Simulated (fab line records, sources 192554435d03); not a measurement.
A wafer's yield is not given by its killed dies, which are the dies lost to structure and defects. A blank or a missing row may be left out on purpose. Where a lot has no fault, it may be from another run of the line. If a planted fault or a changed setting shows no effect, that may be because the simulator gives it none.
fab line records	flow n5_finfet
record lots=5	wafers=15	last_day=18
route steps=1938 shown BEOL_M0_SAQP@700 BEOL_M0_CUTY@701 BEOL_M4@1111 PASSIVATION@1936
lots that met no fault: taken from a fault-free run of the same line
start_h: hours from the record's first day to the start of the lot's first wafer shown	wait_h: hours elapsed since this lot's preceding step	" same as the row above	L1.1+2: several wafers, shown together as one row	- no value, or no start given	* or withheld: withheld	< > ~ a bound
route shown NAME@n: NAME is a module with steps in the file, n the number in the route of the first one	usual: average and standard deviation across the fault-free wafers	same: alike in all rows	chamber/n: place in a boat	sites: readings site by site	_std_site: standard deviation of those values	_edge_site: outer sites' mean less inner sites'	radius_mm: how far each site lies from the wafer's centre	mask NAME#n: copy n	behind: the most recent tool/chamber to have shaped the wafer	hold: what put the lot on hold/how long, in hours/how the hold closed	device: transistor that didn't switch, given as n, p or np	end of line: the route-end tests of the same wafers	where a step has no rows: the recipe by itself	killed: not the wafer's yield, but the dies lost to structure and defects at the first sort	map: per-die view of a wafer (x killed, . not killed, _ where there is no die)
set.NAME: the setting the step ran with; set.NAME@STEP: the setting that earlier step ran with	model.NAME: the simulator's own value behind a step, which no gauge read
lots at some steps of the route; a table a step, a row a wafer
services: when a tool's chamber went out of use (start_h, in hours from the record's first day, below 0 if earlier), for how many hours, and the reason
## steps
# step N5_BEOL_M0_SAQP_STRIP_75
# recipe chemistry=CF4	resist=SiARC	power_w=300	bias_power_w=75	pressure_mtorr=50	cf4_flow_sccm=150	rf_frequency_hz=6e+07
# step N5_BEOL_M0_CUTY_COAT_50
# recipe resist=SiARC	temp_c=220	time_s=60	spin_rpm=1500	resist_thk_nm=15
# step N5_BEOL_M0_CUTY_COAT_51
# recipe resist=CAR-ArF-block	spin_rpm=1500	resist_thk_nm=150
# step N5_BEOL_M0_CUTY_EBR_52
# recipe solvent=PGMEA	ebr_width_mm=1.5
# step N5_BEOL_M0_CUTY_SOFTBAKE_53
# recipe temp_c=110	time_s=60	resist=CAR-ArF-block
# step N5_BEOL_M0_CUTY_EXPOSE_54
# recipe mask_id=M0_ABLK	na=1.35	source_shape=conventional	sigma_outer=0.8	polarization=unpolarized	dose_mj=36
# step N5_BEOL_M0_CUTY_PEB_55
# recipe peb_temp_c=110	peb_time_s=60	resist=CAR-ArF-block
# step N5_BEOL_M0_CUTY_DEVELOP_56
# recipe develop_time_s=30	developer=TMAH	resist=CAR-ArF-block	rinse_liquid=diw	dry=air_spin	dev_temp_c=23
# step N5_BEOL_M0_CUTY_DESCUM_61
# recipe chemistry=O2	time_s=7.9	source_power_w=50	bias_power_w=20	pressure_mtorr=20	rf_frequency_hz=2.712e+07	temp_c=40	resist=CAR-ArF-block	o2_flow_sccm=225
# step N5_BEOL_M0_CUTY_ETCH_62
# recipe chemistry=CF4	target=SiARC	mask_material=CAR-ArF-block	time_s=58.5	ion_energy_ev=80	pressure_mtorr=40	source_w=545	bias_w=36	Ar_flow_sccm=100	cf4_flow_sccm=100	ends=cleared
# usual bias_w=35.98/0.11	cf4_flow_sccm=100.0/0.3	drypump_motor_current_A=5.6/0.3	etch_rf_on_time_s=57.7/0.76	oes_product_au=0.69/0.081	rf_vpp_V=184.0/1.1	showerhead_plenum_p_Torr=2.14/0.061	throttle_valve_pct=15.45/0.22
lot.wafer	tool	chamber	start_h	wait_h	bias_w	cf4_flow_sccm	drypump_motor_current_A	etch_rf_on_time_s	oes_product_au	rf_hours_counter_h	rf_vpp_V	showerhead_plenum_p_Torr	throttle_valve_pct	model.CAR-ArF-block_of_BEOL_M0_CUTY_COAT_51.thk_nm	model.SiO2_of_BEOL_M0_SAQP_ALD_48.thk_nm
L375.1	rie_diel-01	2	127.44	0.0	35.87	99.9	5.8	58.5	0.77	31	184.1	2.10	15.12	119.6	13
L375.3	"	0	"	"	35.81	99.3	5.2	58.7	0.56	253	182.3	2.11	15.89	119.4	13
L375.6	"	1	"	"	36.10	99.7	5.5	58.9	0.60	-	183.0	2.12	16.06	119.6	13.4
L378.1	rie_diel-01	2	142.08	0.0	-	-	-	-	-	-	-	-	-	144.8	13.8
L378.2	"	1	"	"	-	-	-	-	-	-	-	-	-	143.8	14.8
L378.5	"	1	"	"	-	-	-	-	-	-	-	-	-	144.2	14.4
L379.2	rie_diel-02	1	148.65	0.0	-	-	-	-	-	-	-	-	-	143	14.6
L379.5	"	1	"	"	-	-	-	-	-	-	-	-	-	143.2	14.6
L379.6	"	2	"	"	-	-	-	-	-	-	-	-	-	143.4	14
L380.3	rie_diel-02	2	156.92	0.0	-	-	-	-	-	-	-	-	-	143.6	14.2
L380.4	"	3	"	"	-	-	-	-	-	-	-	-	-	142.8	14.6
L380.6	"	0	"	"	-	-	-	-	-	-	-	-	-	143	14.6
L395.2	rie_diel-02	2	257.09	0.0	35.97	99.7	5.6	58.1	0.71	68	182.9	2.08	15.37	118.8	13.4
L395.3	"	0	"	"	35.89	100.1	5.9	57.4	0.60	195	186.3	2.21	15.46	119	13.2
L395.4	"	1	"	"	35.91	100.0	5.8	58.2	0.72	47	183.8	2.09	15.39	118.8	14
# step N5_BEOL_M0_CUTY_ETCH_63
# recipe chemistry=N2/H2	target=SOC	target_depth_a=827	overetch_a=165	mask_material=SiARC	temp_c=40	ion_energy_ev=200	time_s=124	pressure_mtorr=30	source_w=840	bias_w=150	n2_flow_sccm=200	h2_flow_sccm=200
# usual bias_w=150.0/0.45	chamber_pressure_mTorr=30.001/0.027	drypump_motor_current_A=5.6/0.31	oes_product_au=0.66/0.074	rf_vpp_V=523.8/2.4	showerhead_plenum_p_Torr=2.54/0.078	throttle_valve_pct=17.69/0.2
lot.wafer	tool	chamber	start_h	wait_h	bias_w	chamber_pressure_mTorr	drypump_motor_current_A	oes_product_au	rf_hours_counter_h	rf_vpp_V	showerhead_plenum_p_Torr	throttle_valve_pct	model.SiO2_of_BEOL_M0_SAQP_ALD_48.thk_nm
L375.1	rie_diel-01	2	127.49	0.0	149.6	29.990	5.7	0.74	31	521.9	2.49	17.36	12.4
L375.3	"	0	"	"	150.3	29.999	5.2	0.54	254	522.5	2.50	18.11	12.2
L375.6	"	1	"	"	150.7	29.988	5.6	0.58	-	523.4	2.52	18.18	12.6
L378.1	rie_diel-01	2	142.13	0.0	150.0	29.992	5.8	0.33	37	522.2	2.48	17.34	12.8
L378.2	"	1	"	"	150.2	30.022	5.5	0.27	211	523.1	2.52	18.16	13.8
L378.5	"	1	"	"	149.4	30.014	5.5	0.26	-	523.0	2.52	18.15	13.6
L379.2	rie_diel-02	1	148.70	0.0	150.3	29.976	5.9	0.35	7	524.0	2.50	17.51	13.8
L379.5	"	1	"	"	149.7	30.015	5.9	0.35	-	524.3	2.50	17.53	13.8
L379.6	"	2	"	"	149.7	30.002	5.7	0.33	-	522.1	2.49	17.54	13
L380.3	rie_diel-02	2	156.97	0.0	149.7	29.996	5.6	0.34	30	522.2	2.49	17.53	13.2
L380.4	"	3	"	"	150.1	30.022	5.2	0.28	177	526.5	2.64	17.63	13.8
L380.6	"	0	"	"	150.6	30.002	5.9	0.27	-	525.9	2.63	17.55	13.8
L395.2	rie_diel-02	2	257.14	0.0	150.1	29.968	5.7	0.68	68	521.6	2.47	17.67	12.6
L395.3	"	0	"	"	149.8	29.959	5.9	0.57	195	526.1	2.62	17.66	12.4
L395.4	"	1	"	"	149.7	29.988	5.9	0.71	48	523.4	2.48	17.64	13.2
# step N5_BEOL_M0_CUTY_STRIP_64
# recipe chemistry=N2/H2	temp_c=40	n2_flow_sccm=200	h2_flow_sccm=200	rf_frequency_hz=6e+07
# step N5_BEOL_M4_RC_MEAS_101
# usual DIBL_N=36.1/1.3	DIBL_P=36.1/1.7	IOFF_N=0.154/0.022	IOFF_P=0.201/0.024	ION_N=675/8.9	ION_P=462/5.9	SS_N=71.5/0.49	SS_P=73.3/0.58	VT_N=250.0/2.7	VT_P=-251.3/2.7
lot.wafer	tool	chamber	start_h	wait_h	DIBL_N[mV/V]	DIBL_P[mV/V]	IOFF_N[nA/um]	IOFF_P[nA/um]	ION_N[uA/um]	ION_P[uA/um]	SS_N[mV/dec]	SS_P[mV/dec]	VT_N[mV]	VT_P[mV]
L375.1	prober-01	0	170.42	0.0	36.1	36.9	0.149	0.171	676	454	72.0	73.6	247.8	-256.8
L375.3	"	0	"	"	37.2	37.3	0.167	0.182	674	451	72.5	73.9	250.6	-255.5
L375.6	"	0	"	"	37.5	37.9	0.170	0.193	677	451	71.6	74.0	251.1	-255.5
L395.2	prober-02	0	319.63	0.2	36.8	37.9	0.169	0.246	676	468	71.5	73.4	249.1	-245.1
L395.3	"	0	"	"	36.7	37.0	0.156	0.218	673	466	72.0	73.1	247.2	-247.4
L395.4	"	0	"	"	37.7	38.4	0.179	0.248	690	475	71.6	74.0	244.3	-248.4
# step N5_PASSIVATION_PROBE_49
# usual defect_limited_yield=90.9/1.3	killed_at_M0_to_M3=35/10	killed_at_M4_up=15/5.7	killed_at_contacts=14/6.4	killed_at_front_end=40/11	killed_at_other=4/3.1	killed_dies=108/16	killed_on_rim=14/3.6	killed_open=71/11	killed_short=34/7.7	sort_bin_5_function=5.4/0.9	sort_bin_6_memory=3.4/0.61	sort_n_pass=1072/16	sort_yield_pct=90.9/1.3
# same gross_dies=1180	killed_at_back_side=0	sort_bin_4_leakage[%]=0	sort_bin_8_speed[%]=0
lot.wafer	tool	chamber	start_h	wait_h	defect_limited_yield[%]	killed_at_M0_to_M3	killed_at_M4_up	killed_at_contacts	killed_at_front_end	killed_at_other	killed_dies	killed_on_rim	killed_open	killed_short	sort_bin_5_function[%]	sort_bin_6_memory[%]	sort_n_pass	sort_yield_pct[%]
L378.1	prober-01	-	295.33	0.0	0	1123	15	8	34	0	1180	152	64	25	97.2	2.7	0	0
L378.2	prober-01	-	295.38	0.1	0	1108	20	7	41	4	1180	152	73	32	96.8	3.0	0	0
L378.5	prober-01	-	295.53	0.2	0	1114	27	15	22	2	1180	152	91	22	95.8	4.0	0	0
L379.2	prober-01	-	299.84	0.1	0	1095	18	16	46	5	1180	152	78	41	96.1	3.6	0	0
L379.5	prober-01	-	299.99	0.2	0	1074	18	30	51	7	1180	152	91	44	95.9	3.7	0	0
L379.6	prober-01	-	300.04	0.3	0	1092	7	27	53	1	1180	152	78	39	95.3	4.6	0	0
L380.3	prober-01	-	327.36	0.1	0	1100	12	22	46	0	1180	152	84	57	95.3	4.4	0	0
L380.4	prober-01	-	327.41	0.2	0	1112	15	10	40	3	1180	152	103	25	96.0	3.7	0	0
L380.6	prober-01	-	327.51	0.3	0	1113	17	4	45	1	1180	152	78	46	96.1	3.6	0	0
L395.2	prober-01	-	426.64	0.1	89.2	29	23	4	71	1	128	18	83	39	5.9	4.0	1052	89.2
L395.3	prober-01	-	426.69	0.1	91.9	24	14	14	38	6	96	11	51	43	4.9	3.0	1084	91.9
L395.4	prober-01	-	426.74	0.2	89.7	39	15	13	51	4	122	14	96	25	5.7	4.4	1058	89.7
# killed by level:class
L378.1 BEOL_M0_CUTY:area_etch=1091 BEOL_M4:geometric_particle:open=10 BEOL_M3:geometric_particle:open=9 STI_FIN_REVEAL:geometric_particle:open=7 FIN_SAQP:geometric_particle:open=6 MOL_CONTACT_COAG:geometric_particle:open=6 BEOL_M2:geometric_particle:open=6 BEOL_M1:geometric_particle:open=5
L378.2 BEOL_M0_CUTY:area_etch=1074 FIN_SAQP:geometric_particle:open=15 BEOL_M4:geometric_particle:open=12 FIN_SAQP:geometric_particle:short=11 BEOL_M1:geometric_particle:open=8 BEOL_M3:geometric_particle:open=8 MOL_CONTACT_COAG:geometric_particle:open=6 BEOL_M0_SAQP:geometric_particle:short=6
L378.5 BEOL_M0_CUTY:area_etch=1066 BEOL_M4:geometric_particle:open=16 BEOL_M2:geometric_particle:open=15 MOL_CONTACT_COAG:geometric_particle:open=11 FIN_SAQP:geometric_particle:open=8 BEOL_M3:geometric_particle:open=8 BEOL_M1:geometric_particle:open=8 BEOL_M3:geometric_particle:short=7
L379.2 BEOL_M0_CUTY:area_etch=1060 BEOL_M1:geometric_particle:open=16 FIN_SAQP:geometric_particle:short=13 MOL_CONTACT_COAG:geometric_particle:open=12 STI_FIN_REVEAL:geometric_particle:open=9 BEOL_M3:geometric_particle:open=9 BEOL_M4:geometric_particle:open=7 FIN_SAQP:geometric_particle:open=5
L379.5 BEOL_M0_CUTY:area_etch=1045 MOL_CONTACT_COAG:geometric_particle:open=22 FIN_SAQP:geometric_particle:open=15 STI_FIN_REVEAL:geometric_particle:open=13 FIN_SAQP:geometric_particle:short=11 BEOL_M4:geometric_particle:open=10 BEOL_M2:geometric_particle:open=9 MOL_CONTACT_COAG:geometric_particle:short=8
L379.6 BEOL_M0_CUTY:area_etch=1063 MOL_CONTACT_COAG:geometric_particle:open=23 FIN_SAQP:geometric_particle:open=14 FIN_SAQP:geometric_particle:short=13 BEOL_M2:geometric_particle:open=10 DUMMY_GATE:geometric_particle:open=5 BEOL_M0_SAQP:geometric_particle:open=5 STI_FIN_REVEAL:geometric_particle:short=4
L380.3 BEOL_M0_CUTY:area_etch=1039 BEOL_M0_SAQP:geometric_particle:short=21 MOL_CONTACT_COAG:geometric_particle:open=17 BEOL_M0_SAQP:geometric_particle:open=14 BEOL_M2:geometric_particle:open=11 STI_FIN_REVEAL:geometric_particle:open=8 BEOL_M3:geometric_particle:open=8 FIN_SAQP:geometric_particle:open=6
L380.4 BEOL_M0_CUTY:area_etch=1052 BEOL_M2:geometric_particle:open=17 BEOL_M0_SAQP:geometric_particle:open=15 STI_FIN_REVEAL:geometric_particle:open=13 BEOL_M3:geometric_particle:open=11 MOL_CONTACT_COAG:geometric_particle:open=10 BEOL_M4:geometric_particle:open=9 FIN_SAQP:geometric_particle:open=6
L380.6 BEOL_M0_CUTY:area_etch=1055 BEOL_M0_SAQP:geometric_particle:open=18 BEOL_M0_SAQP:geometric_particle:short=13 BEOL_M2:geometric_particle:open=11 BEOL_M4:geometric_particle:open=10 FIN_SAQP:geometric_particle:open=8 BEOL_M3:geometric_particle:open=8 GATE_CUT:geometric_particle:short=8
L395.2 FIN_SAQP:geometric_particle:open=17 STI_FIN_REVEAL:geometric_particle:open=12 FIN_SAQP:geometric_particle:short=11 BEOL_M0_SAQP:geometric_particle:open=9 BEOL_M3:geometric_particle:open=7 BEOL_M0_SAQP:geometric_particle:short=7 GATE_CUT:geometric_particle:short=6 DUMMY_GATE:geometric_particle:open=6
L395.3 GATE_CUT:geometric_particle:short=12 MOL_CONTACT_COAG:geometric_particle:open=11 BEOL_M0_SAQP:geometric_particle:open=6 BEOL_M3:geometric_particle:open=6 FIN_SAQP:geometric_particle:open=5 STI_FIN_REVEAL:geometric_particle:open=5 BEOL_M1:geometric_particle:short=4 FIN_SAQP:geometric_particle:short=3
L395.4 FIN_SAQP:geometric_particle:open=17 BEOL_M3:geometric_particle:open=16 STI_FIN_REVEAL:geometric_particle:open=14 MOL_CONTACT_COAG:geometric_particle:open=12 BEOL_M0_SAQP:geometric_particle:open=6 FIN_SAQP:geometric_particle:short=5 BEOL_M1:geometric_particle:open=5 STARTING-WAFER:geometric_particle:short=4
# map L378.1 (x killed, . not)
_________________xxxxxxxxxxxx________________
______________xxxxxxxxxxxxxxxxxx_____________
___________xxxxxxxxxxxxxxxxxxxxxxxx__________
__________xxxxxxxxxxxxxxxxxxxxxxxxxx_________
________xxxxxxxxxxxxxxxxxxxxxxxxxxxxxx_______
_______xxxxxxxxxxxxxxxxxxxxxxxxxxxxxxxx______
______xxxxxxxxxxxxxxxxxxxxxxxxxxxxxxxxxx_____
_____xxxxxxxxxxxxxxxxxxxxxxxxxxxxxxxxxxxx____
____xxxxxxxxxxxxxxxxxxxxxxxxxxxxxxxxxxxxxx___
___xxxxxxxxxxxxxxxxxxxxxxxxxxxxxxxxxxxxxxxx__
___xxxxxxxxxxxxxxxxxxxxxxxxxxxxxxxxxxxxxxxx__
__xxxxxxxxxxxxxxxxxxxxxxxxxxxxxxxxxxxxxxxxxx_
__xxxxxxxxxxxxxxxxxxxxxxxxxxxxxxxxxxxxxxxxxx_
_xxxxxxxxxxxxxxxxxxxxxxxxxxxxxxxxxxxxxxxxxxxx
_xxxxxxxxxxxxxxxxxxxxxxxxxxxxxxxxxxxxxxxxxxxx
_xxxxxxxxxxxxxxxxxxxxxxxxxxxxxxxxxxxxxxxxxxxx
_xxxxxxxxxxxxxxxxxxxxxxxxxxxxxxxxxxxxxxxxxxxx
_xxxxxxxxxxxxxxxxxxxxxxxxxxxxxxxxxxxxxxxxxxxx
_xxxxxxxxxxxxxxxxxxxxxxxxxxxxxxxxxxxxxxxxxxxx
_xxxxxxxxxxxxxxxxxxxxxxxxxxxxxxxxxxxxxxxxxxxx
_xxxxxxxxxxxxxxxxxxxxxxxxxxxxxxxxxxxxxxxxxxxx
__xxxxxxxxxxxxxxxxxxxxxxxxxxxxxxxxxxxxxxxxxx_
__xxxxxxxxxxxxxxxxxxxxxxxxxxxxxxxxxxxxxxxxxx_
___xxxxxxxxxxxxxxxxxxxxxxxxxxxxxxxxxxxxxxxx__
___xxxxxxxxxxxxxxxxxxxxxxxxxxxxxxxxxxxxxxxx__
____xxxxxxxxxxxxxxxxxxxxxxxxxxxxxxxxxxxxxx___
_____xxxxxxxxxxxxxxxxxxxxxxxxxxxxxxxxxxxx____
______xxxxxxxxxxxxxxxxxxxxxxxxxxxxxxxxxx_____
_______xxxxxxxxxxxxxxxxxxxxxxxxxxxxxxxx______
________xxxxxxxxxxxxxxxxxxxxxxxxxxxxxx_______
__________xxxxxxxxxxxxxxxxxxxxxxxxxx_________
___________xxxxxxxxxxxxxxxxxxxxxxxx__________
______________xxxxxxxxxxxxxxxxxx_____________
_________________xxxxxxxxxxxx________________
# map L379.2 (x killed, . not)
_________________xxxxxxxxxxxx________________
______________xxxxxxxxxxxxxxxxxx_____________
___________xxxxxxxxxxxxxxxxxxxxxxxx__________
__________xxxxxxxxxxxxxxxxxxxxxxxxxx_________
________xxxxxxxxxxxxxxxxxxxxxxxxxxxxxx_______
_______xxxxxxxxxxxxxxxxxxxxxxxxxxxxxxxx______
______xxxxxxxxxxxxxxxxxxxxxxxxxxxxxxxxxx_____
_____xxxxxxxxxxxxxxxxxxxxxxxxxxxxxxxxxxxx____
____xxxxxxxxxxxxxxxxxxxxxxxxxxxxxxxxxxxxxx___
___xxxxxxxxxxxxxxxxxxxxxxxxxxxxxxxxxxxxxxxx__
___xxxxxxxxxxxxxxxxxxxxxxxxxxxxxxxxxxxxxxxx__
__xxxxxxxxxxxxxxxxxxxxxxxxxxxxxxxxxxxxxxxxxx_
__xxxxxxxxxxxxxxxxxxxxxxxxxxxxxxxxxxxxxxxxxx_
_xxxxxxxxxxxxxxxxxxxxxxxxxxxxxxxxxxxxxxxxxxxx
_xxxxxxxxxxxxxxxxxxxxxxxxxxxxxxxxxxxxxxxxxxxx
_xxxxxxxxxxxxxxxxxxxxxxxxxxxxxxxxxxxxxxxxxxxx
_xxxxxxxxxxxxxxxxxxxxxxxxxxxxxxxxxxxxxxxxxxxx
_xxxxxxxxxxxxxxxxxxxxxxxxxxxxxxxxxxxxxxxxxxxx
_xxxxxxxxxxxxxxxxxxxxxxxxxxxxxxxxxxxxxxxxxxxx
_xxxxxxxxxxxxxxxxxxxxxxxxxxxxxxxxxxxxxxxxxxxx
_xxxxxxxxxxxxxxxxxxxxxxxxxxxxxxxxxxxxxxxxxxxx
__xxxxxxxxxxxxxxxxxxxxxxxxxxxxxxxxxxxxxxxxxx_
__xxxxxxxxxxxxxxxxxxxxxxxxxxxxxxxxxxxxxxxxxx_
___xxxxxxxxxxxxxxxxxxxxxxxxxxxxxxxxxxxxxxxx__
___xxxxxxxxxxxxxxxxxxxxxxxxxxxxxxxxxxxxxxxx__
____xxxxxxxxxxxxxxxxxxxxxxxxxxxxxxxxxxxxxx___
_____xxxxxxxxxxxxxxxxxxxxxxxxxxxxxxxxxxxx____
______xxxxxxxxxxxxxxxxxxxxxxxxxxxxxxxxxx_____
_______xxxxxxxxxxxxxxxxxxxxxxxxxxxxxxxx______
________xxxxxxxxxxxxxxxxxxxxxxxxxxxxxx_______
__________xxxxxxxxxxxxxxxxxxxxxxxxxx_________
___________xxxxxxxxxxxxxxxxxxxxxxxx__________
______________xxxxxxxxxxxxxxxxxx_____________
_________________xxxxxxxxxxxx________________
## services
tool	chamber	start_h	hours	kind
rie_diel-02	1	106.75	-	clean
rie_diel-02	1	106.75	-	consumable_replace:focus_ring
rie_diel-02	1	106.75	23.7	scheduled_down
rie_diel-02	1	106.75	23.7	vent_cycle
rie_diel-01	3	112.40	-	clean
rie_diel-01	3	112.40	-	consumable_replace:focus_ring
rie_diel-01	3	112.40	41.4	scheduled_down
rie_diel-01	3	112.40	41.4	vent_cycle
rie_diel-01	0	119.86	2.2	repair
rie_diel-01	0	154.18	-	clean
rie_diel-01	0	154.18	-	consumable_replace:focus_ring
rie_diel-01	0	154.18	33.0	scheduled_down
rie_diel-01	0	154.18	33.0	vent_cycle
rie_diel-01	3	177.60	5.2	repair
rie_diel-02	0	212.15	22.1	repair
rie_diel-01	1	240.61	-	clean
rie_diel-01	1	240.61	-	consumable_replace:focus_ring
rie_diel-01	1	240.61	16.8	scheduled_down
rie_diel-01	1	240.61	16.8	vent_cycle
## key
first_sign step=N5_BEOL_M0_CUTY_ETCH_62	reading=tool_record	direction=missing
effect step=N5_BEOL_M0_CUTY_ETCH_63	reading=oes_product_au	direction=down	sigmas=4.8	usual=0.66	struck=0.31
effect step=N5_PASSIVATION_PROBE_49	reading=killed_at_M0_to_M3	direction=up	sigmas=99+	usual=35	struck=1103
model_effect step=N5_BEOL_M0_CUTY_ETCH_62	value=CAR-ArF-block_of_BEOL_M0_CUTY_COAT_51.thk_nm	without=118.5	struck=143.5
model_effect step=N5_BEOL_M0_CUTY_ETCH_63	value=SiO2_of_BEOL_M0_SAQP_ALD_48.thk_nm	without=12.18	struck=13.51
more_kills_born_at N5_BEOL_M0_CUTY_ETCH_62@rie_diel-02=6314	N5_BEOL_M0_CUTY_ETCH_62@rie_diel-01=3231
met_at N5_BEOL_M0_CUTY_ETCH_62
struck_wafers L378.1,L378.2,L378.5,L379.2,L379.5,L379.6,L380.3,L380.4,L380.6
later_rows_left_out L378.1,L378.2,L378.5,L379.2,L379.5,L379.6,L380.3,L380.4,L380.6
onset_between 127.44 142.08
fault kind=skipped_step_whole	tool=rie_diel-01,rie_diel-02	chamber=-	onset_h=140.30	steps=N5_BEOL_M0_CUTY_ETCH_62	scope=struck_lots_only
# later_rows_left_out: the simulator's readings of these wafers behind a module that went badly wrong aren't trusted and aren't shown, but for the sort
